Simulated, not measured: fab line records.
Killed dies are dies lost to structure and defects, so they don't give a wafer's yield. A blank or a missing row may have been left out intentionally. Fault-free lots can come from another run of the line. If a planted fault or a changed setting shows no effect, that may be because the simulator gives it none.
Chamber matching	flow nand harc	4 sister chambers for NHARC_A_CHANNEL_FILL_D1_ALD_14 on ald hk-04
The step deposits SiO2, target thk 2.5 nm, pulse time 10 s, ald cycles 25. 14 wafers are shown with their chamber, then 7 later ones without.

WAFERS, EACH WITH ITS CHAMBER
wafer	chamber	heater power w (W)	precursor pulse height rel
L075.1	3	443	0.978
L075.3	2	574	0.996
L075.5	0	509	1.017
L082.1	3	433	0.986
L082.2	0	494	0.996
L082.3	1	464	0.998
L085.1	1	461	0.994
L085.4	3	424	0.971
L085.5	2	571	1.017
L086.1	1	462	0.965
L086.2	3	445	1.024
L086.5	2	564	0.981
L088.2	1	474	0.972
L088.4	3	437	1.014

SIGNATURES, as means of the wafers listed above
reading	chamber 0	chamber 1	chamber 2	chamber 3	scatter within a chamber
heater power w	501.50	465.25	569.67	436.40	7.45
precursor pulse height rel	1.00650	0.98225	0.99800	0.99460	0.0195
Rule: a wafer lies at a distance from a chamber equal to the root of the sum of squares, over the readings, of (its reading less the chamber's mean, divided by the reading's scatter). If the next closest chamber is less than 2 further off than the closest, the wafer can't be placed; otherwise it belongs to the closest. The scatter: the root of (the sum of the squares of (reading less its chamber's mean) over the shown wafers, divided by (wafers less chambers)).

WAFERS WITHOUT THEIR CHAMBER
wafer	heater power w (W)	precursor pulse height rel
L088.5	461	0.990
L095.1	433	1.002
L095.2	578	0.987
L095.5	461	1.013
L097.2	572	0.996
L097.3	472	0.993
L097.4	483	0.970

CHAMBER TAKEN BY EACH
wafer	from the rows above	in truth
L088.5	1	1
L095.1	3	3
L095.2	2	2
L095.5	can't be placed: 1 or 3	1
L097.2	2	2
L097.3	1	1
L097.4	can't be placed: 1 or 0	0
Placed correctly: 5 of 7. These rows do not allow placing 2 (true chamber among the candidates in 2). Number placed wrongly: 0.
